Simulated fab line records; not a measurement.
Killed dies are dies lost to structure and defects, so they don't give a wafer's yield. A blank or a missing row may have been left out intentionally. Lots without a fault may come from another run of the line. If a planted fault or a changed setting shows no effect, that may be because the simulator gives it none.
fab line records | flow nand-harc | part 1 of 2: steps 1 to 4 of 6
record lots=21 wafers=63 last-day=32
route steps=1302 shown A_STAIRCASE@807 A_SGD_CUT@905 A_SLIT@942
lots with no fault: from the same line, run without faults
start-h: start of the lot's first displayed wafer, in hours after the record's first day | wait-h: how many hours have passed since the lot's step before this one | " the same as in the row above | L1.1+2: several wafers, shown together as one row | - no value, or no start given | * or withheld: withheld | < > ~ a bound
route shown NAME@n: a module of which the file shows steps, and the number in the route of the first | usual: the fault-free wafers' mean and standard deviation | same: alike in all rows | chamber/n: place in a boat | sites: per-site readings | _std_site: standard deviation of those values | _edge_site: the outer-site mean with the inner-site mean subtracted | radius-mm: how far each site lies from the wafer's centre | mask NAME#n: copy n | behind: tool/chamber where the wafer was last shaped | hold: the reason the lot was held/the length of the hold in hours/how it ended | device: which transistor (n, p or np) failed to switch | end of line: the same wafers' tests at the end of the route | where a step has no rows: the recipe by itself | killed: the dies lost at the first sort to structure and to defects; this is not the yield of the wafer | map: a wafer's dies, x killed, . not, _ none there
set.NAME: the run value of the setting; set.NAME@STEP: its run value at that earlier step | model.NAME: the simulator's own value behind a step, which no gauge read
one table for each step of the route and one row for each wafer, over a sample of lots
services: a tool's chamber out of use, with start hour (start-h, from the record's first day; less than 0 if before it), hours out, and reason
## steps
# step NHARC_A_STAIRCASE_DESCUM_291
# recipe time-s=3 o2-flow-sccm=200 ar-flow-sccm=0 bias-power-w=0 chemistry=O2
# usual drypump-motor-current-A=5.7/0.33 mfc-ar-sccm=0.010/0.012 oes-product-au=1.001/0.01 rf-vpp-V=57.7/0.84 showerhead-plenum-p-Torr=1.89/0.08 throttle-valve-pct=11.312/0.0092
# columns lot.wafer tool chamber start-h wait-h drypump-motor-current-A mfc-ar-sccm oes-product-au rf-hours-counter-h rf-vpp-V showerhead-plenum-p-Torr throttle-valve-pct
L074.3 rie-diel-02 1 367.13 - 6.0 0.028 1.007 48 56.6 1.94 11.318
L074.6 " 3 " " 5.2 0 0.999 - 58.1 1.80 11.308
L074.5 " 0 " " 6.1 0.009 0.999 - 57.0 1.91 11.309
L075.2 rie-diel-02 3 390.77 - 5.2 0 1.021 53 57.4 1.80 11.311
L075.1 " 0 " " 6.0 0.009 0.999 57 56.5 1.91 11.315
L075.5 " 2 " " 5.7 0.035 1.016 - 57.3 1.80 11.300
L076.3 rie-diel-12 0 392.44 - 5.6 0.002 1.001 39 58.8 1.94 11.310
L076.1 " 2 " " 6.0 0.004 0.991 45 58.3 2.06 11.297
L076.6 " 1 " " 5.6 0 0.985 - 58.4 1.82 11.319
L078.2 rie-diel-02 0 413.16 - 6.1 0.009 1.011 4 58.1 1.90 11.320
L078.4 " 1 " " 6.0 0.028 1.006 2 59.2 1.93 11.312
L078.5 " 0 " " 6.1 0.009 1.009 - 58.2 1.90 11.320
L077.1 rie-diel-12 3 413.79 - 5.1 0 1.017 47 58.9 1.93 11.318
L077.5 " 3 " " 5.1 0 1.011 - 58.3 1.93 11.315
L077.6 " 0 " " 5.6 0.002 1.006 - 57.2 1.93 11.306
L079.2 rie-diel-09 0 418.59 - 5.2 0.007 0.991 29 58.3 1.89 11.307
L079.3 " 1 " " 6.2 0 1.005 24 58.4 1.97 11.311
L079.5 " 2 " " 5.7 0 1.019 - 58.0 1.99 11.328
L082.4 rie-diel-02 1 456.80 - 6.0 0.028 1.002 18 58.0 1.93 11.321
L082.5 " 0 " " 6.1 0.009 1.007 - 58.5 1.90 11.316
L082.6 " 1 " " 6.0 0.028 0.998 - 58.3 1.93 11.305
L083.3 rie-diel-12 2 476.06 - 6.0 0.004 0.987 11 57.4 2.05 11.311
L083.6 " 2 " " 6.0 0.004 0.989 - 58.0 2.05 11.309
L083.5 " 3 " " 5.1 0 1.011 - 56.6 1.92 11.322
L084.3 rie-diel-02 1 478.55 - 6.0 0.028 1.000 28 58.2 1.93 11.307
L084.2 " 2 " " 5.7 0.035 0.998 24 57.1 1.79 11.316
L084.6 " 1 " " 6.0 0.028 1.003 - 57.1 1.93 11.312
L085.1 rie-diel-02 3 485.19 - 5.2 0 1.005 26 56.9 1.79 11.321
L085.4 " 1 " " 6.0 0.028 1.002 29 56.7 1.93 11.319
L085.6 " 2 " " 5.7 0.035 0.999 - 58.2 1.79 11.316
L086.1 rie-diel-02 1 496.89 - 6.0 0.028 1.001 31 58.5 1.93 11.303
L086.2 " 0 " " 6.1 0.009 0.993 25 57.3 1.90 11.316
L086.6 " 1 " " 6.0 0.028 1.012 - 58.4 1.92 11.302
L088.1 rie-diel-12 1 514.65 - 5.6 0 0.999 23 56.5 1.81 11.318
L088.4 " 2 " " 6.0 0.004 0.984 25 57.8 2.05 11.310
L088.2 " 3 " " 5.1 0 1.015 24 58.3 1.92 11.298
L087.3 rie-diel-12 1 518.71 - 5.5 0 0.997 23 58.3 1.81 11.323
L087.1 " 2 " " 6.0 0.004 0.988 26 58.6 2.05 11.311
L087.4 " 0 " " 5.5 0.002 1.009 25 58.0 1.92 11.325
L091.1 rie-diel-12 1 528.82 - 5.6 0 0.999 26 56.7 1.80 11.308
L091.4 " 3 " " 5.1 0 0.992 28 59.7 1.91 11.293
L091.6 " 1 " " 5.6 0 0.998 - 57.9 1.80 11.304
L089.3 rie-diel-09 2 533.63 - 5.7 0 0.994 9 56.5 1.98 11.298
L089.2 " 3 " " 5.9 0.013 1.016 7 56.2 1.80 11.317
L089.6 " 2 " " 5.7 0 0.989 - 58.0 1.98 11.318
L090.3 rie-diel-12 3 540.65 - 5.1 0 1.003 31 57.7 1.91 11.298
L090.6 " 1 " " 5.5 0 0.993 - 57.8 1.80 11.326
L090.5 " 2 " " 6.0 0.004 0.984 - 58.6 2.04 11.297
L092.2 rie-diel-09 3 557.78 - 5.9 0.013 1.009 13 57.4 1.80 11.316
L092.3 " 0 " " 5.2 0.007 0.995 17 58.6 1.88 11.304
L092.5 " 2 " " 5.7 0 1.004 - 57.9 1.97 11.310
L093.1 rie-diel-02 1 559.58 - 6.0 0.028 0.996 53 56.2 1.92 11.317
L093.4 " 0 " " 6.1 0.009 1.000 52 58.3 1.89 11.315
L093.5 " 1 " " 6.0 0.028 0.994 - 58.7 1.92 11.305
L094.3 rie-diel-12 0 574.62 - 5.6 0.002 0.998 44 57.6 1.92 11.316
L094.1 " 2 " " 6.0 0.004 0.983 43 57.9 2.04 11.324
L094.5 " 1 " " 5.6 0 0.989 - 58.0 1.80 11.312
L095.4 rie-diel-12 2 586.19 - 6.0 0.004 0.979 51 57.6 2.04 11.323
L095.2 " 0 " " 5.6 0.002 1.003 48 57.8 1.92 11.299
L095.5 " 2 " " 6.0 0.004 0.969 - 57.4 2.04 11.323
L096.1 rie-diel-02 2 587.91 - 5.7 0.035 1.002 1 58.6 1.78 11.294
L096.4 " 3 " " 5.2 0 1.024 1 58.1 1.78 11.323
L096.5 " 0 " " 6.1 0.009 0.999 - 58.5 1.89 11.317
# step NHARC_A_STAIRCASE_ETCH_294
# recipe target-depth-a=49890 time-s=1211.6 ion-energy-ev=800 c4f8-flow-sccm=80 o2-flow-sccm=60 ar-flow-sccm=withheld rf-w=600 bias-w=3000 chemistry=C4F8/O2/Ar
# usual oes-product-au=0.933/0.012 rf-vpp-V=1824/10
# columns lot.wafer tool chamber start-h wait-h oes-product-au rf-hours-counter-h rf-vpp-V
L074.3 rie-diel-02 1 - - 0.945 48 1831
L074.6 " 0 " " 0.939 - 1828
L074.5 " 1 " " 0.941 - 1829
L075.1 rie-diel-02 3 - - 0.933 53 1812
L075.2 " 2 " " 0.948 52 1812
L075.5 " 3 " " 0.931 - 1812
L076.3 rie-diel-12 1 - - 0.905 42 1814
L076.1 " 0 " " 0.942 39 1831
L076.6 " 2 " " 0.917 - 1846
L078.4 rie-diel-02 0 - - 0.948 4 1825
L078.2 " 1 " " 0.936 3 1830
L078.5 " 0 " " 0.950 - 1826
L077.1 rie-diel-12 3 - - 0.958 47 1828
L077.6 " 0 " " 0.947 - 1829
L077.5 " 1 " " 0.937 - 1815
L079.3 rie-diel-09 0 - - 0.924 29 1824
L079.2 " 2 " " 0.953 35 1836
L079.5 " 3 " " 0.923 - 1815
L082.4 rie-diel-02 2 - - 0.934 16 1812
L082.5 " 0 " " 0.943 - 1825
L082.6 " 1 " " 0.930 - 1828
L083.3 rie-diel-12 3 - - 0.929 9 1830
L083.6 " 0 " " 0.923 - 1829
L083.5 " 1 " " 0.916 - 1814
L084.3 rie-diel-02 0 - - 0.937 22 1825
L084.2 " 1 " " 0.946 28 1830
L084.6 " 0 " " 0.936 - 1826
L085.1 rie-diel-02 1 - - 0.923 29 1827
L085.4 " 0 " " 0.924 23 1825
L085.6 " 2 " " 0.932 - 1812
L086.2 rie-diel-02 1 - - 0.937 31 1827
L086.1 " 3 " " 0.926 28 1810
L086.6 " 1 " " 0.944 - 1828
L088.4 rie-diel-12 2 - - 0.916 25 1843
L088.1 " 3 " " 0.933 24 1826
L088.2 " 1 " " 0.929 23 1813
L087.3 rie-diel-12 2 - - 0.927 26 1844
L087.4 " 3 " " 0.945 25 1828
L087.1 " 0 " " 0.941 25 1828
L091.4 rie-diel-12 0 - - 0.927 27 1828
L091.1 " 1 " " 0.934 26 1813
L091.6 " 3 " " 0.944 - 1827
L089.3 rie-diel-09 2 - - 0.912 10 1835
L089.2 " 1 " " 0.950 9 1832
L089.6 " 2 " " 0.916 - 1833
L090.3 rie-diel-12 3 - - 0.940 32 1829
L090.6 " 2 " " 0.918 - 1843
L090.5 " 3 " " 0.938 - 1828
L092.3 rie-diel-09 2 - - 0.928 15 1835
L092.2 " 3 " " 0.937 13 1811
L092.5 " 0 " " 0.928 - 1824
L093.4 rie-diel-02 2 - - 0.949 47 1811
L093.1 " 3 " " 0.959 53 1811
L093.5 " 2 " " 0.953 - 1809
L094.1 rie-diel-12 2 - - 0.905 44 1842
L094.3 " 3 " " 0.932 45 1826
L094.5 " 1 " " 0.927 - 1812
L095.4 rie-diel-12 3 - - 0.932 49 1828
L095.2 " 2 " " 0.916 52 1842
L095.5 " 0 " " 0.936 - 1828
L096.1 rie-diel-02 0 - - 0.933 2 1822
L096.4 " 1 " " 0.945 2 1826
L096.5 " 1 " " 0.949 - 1828
# step NHARC_A_STAIRCASE_STRIP_316
# recipe o2-flow-sccm=500 ar-flow-sccm=0 bias-w=0 chemistry=O2
# usual drypump-motor-current-A=5.7/0.36 mfc-ar-sccm=0.009/0.012 oes-product-au=1.004/0.011 rf-vpp-V=57.6/0.92 showerhead-plenum-p-Torr=3.48/0.13 throttle-valve-pct=17.036/0.0096
# columns lot.wafer tool chamber start-h wait-h drypump-motor-current-A mfc-ar-sccm oes-product-au rf-hours-counter-h rf-vpp-V showerhead-plenum-p-Torr throttle-valve-pct
L074.3 rie-diel-12 1 - - 5.5 0 0.991 35 56.7 3.37 17.043
L074.6 " 2 " " 6.0 0.004 1.002 - 58.6 3.79 17.035
L074.5 " 3 " " 5.1 0 1.018 - 56.9 3.56 17.044
L075.1 rie-diel-12 2 - - 6.0 0.004 0.972 47 57.9 3.78 17.029
L075.2 " 1 " " 5.6 0 0.990 44 55.8 3.36 17.033
L075.5 " 2 " " 6.0 0.004 0.978 - 59.5 3.78 17.020
L076.3 rie-diel-12 0 - - 5.6 0.002 0.993 42 58.1 3.57 17.036
L076.1 " 2 " " 6.0 0.004 0.979 48 58.8 3.78 17.040
L076.6 " 0 " " 5.6 0.002 1.003 - 59.5 3.57 17.038
L078.2 rie-diel-09 1 - - 6.2 0 1.009 25 56.4 3.63 17.036
L078.4 " 2 " " 5.7 0 1.024 36 58.8 3.65 17.037
L078.5 " 0 " " 5.2 0.007 0.999 - 56.4 3.49 17.026
L077.1 rie-diel-09 1 - - 6.2 0 1.003 25 58.3 3.63 17.040
L077.6 " 2 " " 5.7 0 1.020 - 57.4 3.65 17.019
L077.5 " 3 " " 5.9 0.013 0.993 - 57.4 3.35 17.036
L079.3 rie-diel-12 0 - - 5.6 0.002 1.021 50 58.9 3.56 17.039
L079.2 " 1 " " 5.6 0 0.997 56 56.9 3.36 17.042
L079.5 " 0 " " 5.6 0.002 1.003 - 55.7 3.56 17.021
L082.4 rie-diel-09 2 - - 5.7 0 1.012 49 58.7 3.64 17.045
L082.5 " 0 " " 5.2 0.007 0.995 - 58.5 3.48 17.047
L082.6 " 1 " " 6.2 0 0.995 - 55.5 3.62 17.028
L083.3 rie-diel-02 0 - - 6.1 0.009 1.005 23 58.0 3.50 17.037
L083.5 " 2 " " 5.7 0.035 1.003 - 58.0 3.32 17.038
L083.6 " 3 " " 5.2 0 1.011 - 56.1 3.32 17.032
L084.3 rie-diel-09 0 - - 5.2 0.007 0.998 52 56.7 3.48 17.028
L084.2 " 2 " " 5.7 0 1.017 53 55.9 3.64 17.044
L084.6 " 0 " " 5.2 0.007 1.002 - 58.6 3.48 17.038
L085.1 rie-diel-02 1 - - 6.0 0.028 1.013 31 58.5 3.55 17.025
L085.4 " 3 " " 5.2 0 1.015 28 56.1 3.32 17.050
L085.6 " 2 " " 5.7 0.035 1.009 - 57.6 3.32 17.036
L086.2 rie-diel-02 1 - - 6.0 0.028 1.012 34 58.0 3.55 17.037
L086.1 " 2 " " 5.7 0.035 1.000 29 57.3 3.32 17.018
L086.6 " 0 " " 6.1 0.009 0.994 - 56.9 3.50 17.038
L088.1 rie-diel-02 3 - - 5.2 0 1.009 38 56.8 3.32 17.050
L088.4 " 0 " " 6.1 0.009 0.994 35 58.2 3.50 17.027
L088.2 " 1 " " 6.0 0.028 1.012 39 58.5 3.54 17.045
L087.4 rie-diel-02 0 - - 6.1 0.009 0.986 37 57.8 3.49 17.045
L087.1 " 2 " " 5.7 0.035 0.990 36 57.3 3.32 17.025
L087.3 " 3 " " 5.2 0 1.001 39 56.6 3.31 17.031
L091.1 rie-diel-02 2 - - 5.7 0.035 0.999 40 57.6 3.31 17.047
L091.4 " 0 " " 6.1 0.009 0.979 43 57.4 3.49 17.018
L091.6 " 2 " " 5.7 0.035 0.989 - 57.6 3.31 17.039
L089.2 rie-diel-12 0 - - 5.5 0.002 1.010 31 57.6 3.54 17.043
L089.3 " 2 " " 6.0 0.004 0.983 33 58.2 3.75 17.054
L089.6 " 0 " " 5.5 0.002 1.016 - 57.4 3.54 17.047
L090.3 rie-diel-02 1 - - 6.0 0.028 0.992 50 57.9 3.54 17.051
L090.6 " 3 " " 5.3 0 1.027 - 56.5 3.31 17.034
L090.5 " 0 " " 6.1 0.009 0.998 - 57.6 3.49 17.046
L092.3 rie-diel-12 0 - - 5.5 0.002 0.997 41 57.4 3.54 17.037
L092.2 " 3 " " 5.1 0 0.996 41 56.9 3.52 17.036
L092.5 " 0 " " 5.6 0.002 1.001 - 58.2 3.54 17.030
L093.1 rie-diel-02 3 569.82 - 5.2 0 1.025 56 56.3 3.31 17.044
L093.4 " 1 " " 6.1 0.028 0.996 58 57.8 3.53 17.038
L093.5 " 3 " " 5.2 0 1.019 - 56.1 3.31 17.009
L094.1 rie-diel-02 1 - - 6.0 0.028 1.005 0 58.4 3.53 17.033
L094.3 " 3 " " 5.2 0 1.037 0 57.4 3.31 17.045
L094.5 " 1 " " 6.0 0.028 0.991 - 57.6 3.53 17.031
L095.4 rie-diel-09 0 - - 5.2 0.007 0.999 27 58.3 3.46 17.047
L095.2 " 2 " " 5.7 0 1.002 23 56.3 3.63 17.042
L095.5 " 3 " " 5.9 0.013 1.001 - 57.4 3.33 17.036
L096.1 rie-diel-09 1 - - 6.2 0 1.020 25 58.8 3.60 17.040
L096.4 " 2 " " 5.7 0 0.997 24 59.3 3.63 17.020
L096.5 " 0 " " 5.2 0.007 1.015 - 57.6 3.46 17.043
# step NHARC_A_SGD_CUT_ETCH_58
# recipe target-depth-a=390 over-etch-frac=0.3 time-s=65 ion-energy-ev=80 cf4-flow-sccm=150 ar-flow-sccm=0 rf-w=300 bias-w=100 chemistry=CF4
# usual drypump-motor-current-A=6.0/0.41 mfc-ar-sccm=0.010/0.011 oes-product-au=0.997/0.011 rf-vpp-V=151.1/1 showerhead-plenum-p-Torr=1.75/0.054 throttle-valve-pct=13.282/0.0084
# columns lot.wafer tool chamber start-h wait-h drypump-motor-current-A mfc-ar-sccm oes-product-au rf-hours-counter-h rf-vpp-V showerhead-plenum-p-Torr throttle-valve-pct
L074.3 rie-diel-06 0 425.40 0.1 6.0 0.022 1.000 5 150.3 1.79 13.275
L074.6 " 1 " " 6.2 0.006 1.019 - 150.9 1.75 13.270
L074.5 " 2 " " 6.2 0.021 1.006 - 150.3 1.67 13.278
L075.2 rie-diel-10 1 446.24 0.1 5.7 0 1.004 2 150.8 1.71 13.275
L075.1 " 3 " " 6.3 0 1.000 2 148.1 1.71 13.278
L075.5 " 2 " " 4.9 0.034 1.000 - 151.3 1.69 13.275
L076.3 rie-diel-07 2 446.34 0.1 6.5 0.018 1.004 7 150.8 1.85 13.282
L076.1 " 3 " " 5.4 0 0.981 8 151.6 1.78 13.288
L076.6 " 0 " " 5.9 0 0.995 - 151.2 1.77 13.269
L077.1 rie-diel-06 0 473.47 0.1 6.0 0.022 0.987 7 152.1 1.79 13.299
L077.6 " 1 " " 6.2 0.006 1.007 - 150.0 1.75 13.278
L077.5 " 2 " " 6.3 0.021 0.992 - 149.8 1.67 13.285
L079.3 rie-diel-10 1 473.80 0.1 5.6 0 0.993 5 151.3 1.71 13.278
L079.2 " 2 " " 5.0 0.034 1.007 5 150.6 1.69 13.273
L079.5 " 3 " " 6.3 0 1.001 - 151.7 1.71 13.273
L078.2 rie-diel-06 3 473.89 0.1 6.3 0 1.003 8 152.6 1.82 13.261
L078.4 " 0 " " 6.0 0.022 1.002 7 151.9 1.79 13.289
L078.5 " 3 " " 6.3 0 1.010 - 153.2 1.82 13.288
L082.4 rie-diel-10 0 515.39 0.1 6.1 0.007 0.979 10 151.9 1.78 13.281
L082.5 " 1 " " 5.6 0 1.006 - 150.6 1.71 13.288
L082.6 " 2 " " 4.9 0.034 1.010 - 149.9 1.69 13.283
L084.2 rie-diel-06 1 537.10 0.1 6.2 0.006 0.982 2 150.4 1.75 13.258
L084.3 " 2 " " 6.2 0.021 0.979 2 148.1 1.67 13.281
L084.6 " 3 " " 6.3 0 1.013 - 152.8 1.82 13.276
L083.3 rie-diel-07 2 537.44 0.1 6.5 0.018 1.003 3 152.7 1.85 13.281
L083.5 " 3 " " 5.4 0 1.001 - 152.1 1.78 13.298
L083.6 " 0 " " 5.9 0 1.004 - 151.5 1.77 13.286
L085.4 rie-diel-07 3 547.20 0.1 5.4 0 0.999 4 152.4 1.78 13.289
L085.1 " 0 " " 5.9 0 1.001 3 151.5 1.77 13.283
L085.6 " 3 " " 5.4 0 1.004 - 151.7 1.78 13.290
L086.2 rie-diel-06 0 554.60 0.1 6.0 0.022 1.000 2 152.9 1.79 13.282
L086.1 " 1 " " 6.2 0.006 0.972 3 150.6 1.75 13.273
L086.6 " 1 " " 6.2 0.006 0.974 - 150.7 1.75 13.280
L088.4 rie-diel-07 2 569.39 0.1 6.5 0.018 0.995 6 153.1 1.85 13.281
L088.1 " 3 " " 5.4 0 0.989 6 151.0 1.77 13.301
L088.2 " 1 " " 6.2 0.010 1.000 5 151.0 1.68 13.282
L087.4 rie-diel-06 2 569.64 0.1 6.2 0.021 0.988 4 150.6 1.67 13.286
L087.3 " 3 " " 6.2 0 1.003 4 152.2 1.82 13.278
L087.1 " 0 " " 6.0 0.022 0.994 3 152.8 1.79 13.267
L089.2 rie-diel-07 1 585.06 0.1 6.1 0.010 1.006 6 151.6 1.68 13.293
L089.3 " 0 " " 5.9 0 0.993 6 152.3 1.77 13.287
L089.6 " 1 " " 6.2 0.010 1.001 - 150.5 1.68 13.277
L091.1 rie-diel-10 1 588.46 0.1 5.6 0 0.991 15 149.6 1.71 13.272
L091.4 " 3 " " 6.3 0 1.002 15 150.3 1.71 13.274
L091.6 " 0 " " 6.1 0.007 0.977 - 150.4 1.78 13.269
L090.3 rie-diel-06 3 597.68 0.1 6.3 0 1.012 5 152.2 1.81 13.282
L090.6 " 0 " " 6.0 0.022 1.022 - 152.0 1.79 13.279
L090.5 " 1 " " 6.2 0.006 0.984 - 150.4 1.75 13.289
L093.1 rie-diel-10 1 618.60 0.1 5.6 0 0.980 2 150.3 1.71 13.279
L093.4 " 3 " " 6.3 0 1.015 1 150.9 1.71 13.285
L093.5 " 1 " " 5.6 0 0.985 - 151.6 1.71 13.286
L092.2 rie-diel-07 2 618.67 0.1 6.4 0.018 1.008 9 152.0 1.85 13.288
L092.3 " 3 " " 5.4 0 1.011 9 153.3 1.77 13.280
L092.5 " 2 " " 6.5 0.018 1.005 - 151.4 1.85 13.276
L094.3 rie-diel-10 2 628.81 0.1 5.0 0.034 0.998 2 150.6 1.69 13.283
L094.1 " 0 " " 6.0 0.007 0.978 2 150.7 1.78 13.285
L094.5 " 1 " " 5.6 0 0.980 - 151.4 1.71 13.283
L095.2 rie-diel-10 0 639.14 0.1 6.0 0.007 0.995 3 151.1 1.78 13.294
L095.4 " 2 " " 5.0 0.034 0.994 3 150.2 1.69 13.287
L095.5 " 0 " " 6.0 0.007 0.991 - 152.8 1.78 13.282
L096.1 rie-diel-06 0 639.70 0.1 6.0 0.022 1.010 6 152.4 1.78 13.293
L096.4 " 1 " " 6.2 0.006 0.986 7 150.5 1.75 13.280
L096.5 " 1 " " 6.2 0.006 0.989 - 148.8 1.75 13.290
